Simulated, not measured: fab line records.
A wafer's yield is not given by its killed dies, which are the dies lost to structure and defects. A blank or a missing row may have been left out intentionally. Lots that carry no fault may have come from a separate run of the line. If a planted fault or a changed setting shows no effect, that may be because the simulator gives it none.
Chamber matching / flow n5-finfet / rie-diel-02 running N5_BEOL_M12_DESCUM_33: 4 sister chambers
The step chemistry O2, time 7.9 s. 18 wafers are shown with their chamber, then 9 later ones without.

WAFERS, EACH WITH ITS CHAMBER
wafer=L076.1; chamber=2; showerhead-plenum-p-Torr (Torr)=2.05; oes-product-au (a.u.)=0.94; throttle-valve-pct (%)=20.21
wafer=L076.5; chamber=3; showerhead-plenum-p-Torr (Torr)=2.15; oes-product-au (a.u.)=0.70; throttle-valve-pct (%)=20.28
wafer=L076.6; chamber=2; showerhead-plenum-p-Torr (Torr)=2.04; oes-product-au (a.u.)=0.94; throttle-valve-pct (%)=20.21
wafer=L077.2; chamber=3; showerhead-plenum-p-Torr (Torr)=2.15; oes-product-au (a.u.)=0.70; throttle-valve-pct (%)=20.28
wafer=L077.3; chamber=0; showerhead-plenum-p-Torr (Torr)=2.21; oes-product-au (a.u.)=0.82; throttle-valve-pct (%)=20.21
wafer=L077.6; chamber=2; showerhead-plenum-p-Torr (Torr)=2.04; oes-product-au (a.u.)=0.93; throttle-valve-pct (%)=20.21
wafer=L078.2; chamber=2; showerhead-plenum-p-Torr (Torr)=2.04; oes-product-au (a.u.)=0.92; throttle-valve-pct (%)=20.22
wafer=L078.5; chamber=2; showerhead-plenum-p-Torr (Torr)=2.04; oes-product-au (a.u.)=0.92; throttle-valve-pct (%)=20.23
wafer=L078.6; chamber=1; showerhead-plenum-p-Torr (Torr)=2.19; oes-product-au (a.u.)=0.76; throttle-valve-pct (%)=20.39
wafer=L084.1; chamber=2; showerhead-plenum-p-Torr (Torr)=2.04; oes-product-au (a.u.)=0.90; throttle-valve-pct (%)=20.24
wafer=L084.2; chamber=3; showerhead-plenum-p-Torr (Torr)=2.15; oes-product-au (a.u.)=0.70; throttle-valve-pct (%)=20.30
wafer=L084.5; chamber=3; showerhead-plenum-p-Torr (Torr)=2.15; oes-product-au (a.u.)=0.69; throttle-valve-pct (%)=20.31
wafer=L086.1; chamber=2; showerhead-plenum-p-Torr (Torr)=2.04; oes-product-au (a.u.)=0.91; throttle-valve-pct (%)=20.23
wafer=L086.4; chamber=0; showerhead-plenum-p-Torr (Torr)=2.20; oes-product-au (a.u.)=0.80; throttle-valve-pct (%)=20.24
wafer=L086.5; chamber=1; showerhead-plenum-p-Torr (Torr)=2.18; oes-product-au (a.u.)=0.76; throttle-valve-pct (%)=20.43
wafer=L085.1; chamber=2; showerhead-plenum-p-Torr (Torr)=2.04; oes-product-au (a.u.)=0.89; throttle-valve-pct (%)=20.25
wafer=L085.2; chamber=0; showerhead-plenum-p-Torr (Torr)=2.20; oes-product-au (a.u.)=0.79; throttle-valve-pct (%)=20.26
wafer=L085.6; chamber=1; showerhead-plenum-p-Torr (Torr)=2.18; oes-product-au (a.u.)=0.75; throttle-valve-pct (%)=20.42

SIGNATURES, as means of the wafers listed above
reading=showerhead-plenum-p-Torr; chamber 0=2.2033; chamber 1=2.1833; chamber 2=2.0412; chamber 3=2.1500; scatter within a chamber=0.00397
reading=oes-product-au; chamber 0=0.8033; chamber 1=0.7567; chamber 2=0.9187; chamber 3=0.6975; scatter within a chamber=0.0144
reading=throttle-valve-pct; chamber 0=20.2367; chamber 1=20.4133; chamber 2=20.2250; chamber 3=20.2925; scatter within a chamber=0.0177
Rule: a wafer lies at a distance from a chamber equal to the root of the sum of squares, over the readings, of (its reading less the chamber's mean, divided by the reading's scatter). If the next closest chamber is less than 2 further off than the closest, the wafer can't be placed; otherwise it belongs to the closest. The scatter: take each reading less its chamber's mean, square it, sum over the shown wafers, divide by the number of wafers less the number of chambers, and take the root.

WAFERS WHOSE CHAMBER IS MISSING
wafer=L083.1; showerhead-plenum-p-Torr (Torr)=2.18; oes-product-au (a.u.)=0.76; throttle-valve-pct (%)=20.42
wafer=L083.3; showerhead-plenum-p-Torr (Torr)=2.20; oes-product-au (a.u.)=0.79; throttle-valve-pct (%)=20.22
wafer=L083.5; showerhead-plenum-p-Torr (Torr)=2.15; oes-product-au (a.u.)=0.69; throttle-valve-pct (%)=20.31
wafer=L089.1; showerhead-plenum-p-Torr (Torr)=2.04; oes-product-au (a.u.)=0.87; throttle-valve-pct (%)=20.25
wafer=L089.2; showerhead-plenum-p-Torr (Torr)=2.20; oes-product-au (a.u.)=0.79; throttle-valve-pct (%)=20.25
wafer=L089.5; showerhead-plenum-p-Torr (Torr)=2.20; oes-product-au (a.u.)=0.79; throttle-valve-pct (%)=20.24
wafer=L093.3; showerhead-plenum-p-Torr (Torr)=2.14; oes-product-au (a.u.)=0.69; throttle-valve-pct (%)=20.32
wafer=L093.5; showerhead-plenum-p-Torr (Torr)=2.18; oes-product-au (a.u.)=0.74; throttle-valve-pct (%)=20.43
wafer=L093.6; showerhead-plenum-p-Torr (Torr)=2.03; oes-product-au (a.u.)=0.87; throttle-valve-pct (%)=20.27

WHICH CHAMBER EACH ONE RAN IN
wafer=L083.1; from the rows above=1; in truth=1
wafer=L083.3; from the rows above=0; in truth=0
wafer=L083.5; from the rows above=3; in truth=3
wafer=L089.1; from the rows above=2; in truth=2
wafer=L089.2; from the rows above=0; in truth=0
wafer=L089.5; from the rows above=0; in truth=0
wafer=L093.3; from the rows above=3; in truth=3
wafer=L093.5; from the rows above=1; in truth=1
wafer=L093.6; from the rows above=2; in truth=2
Correct placement for 9 of the 9. From these rows, 0 cannot be placed. Wrongly placed: 0.
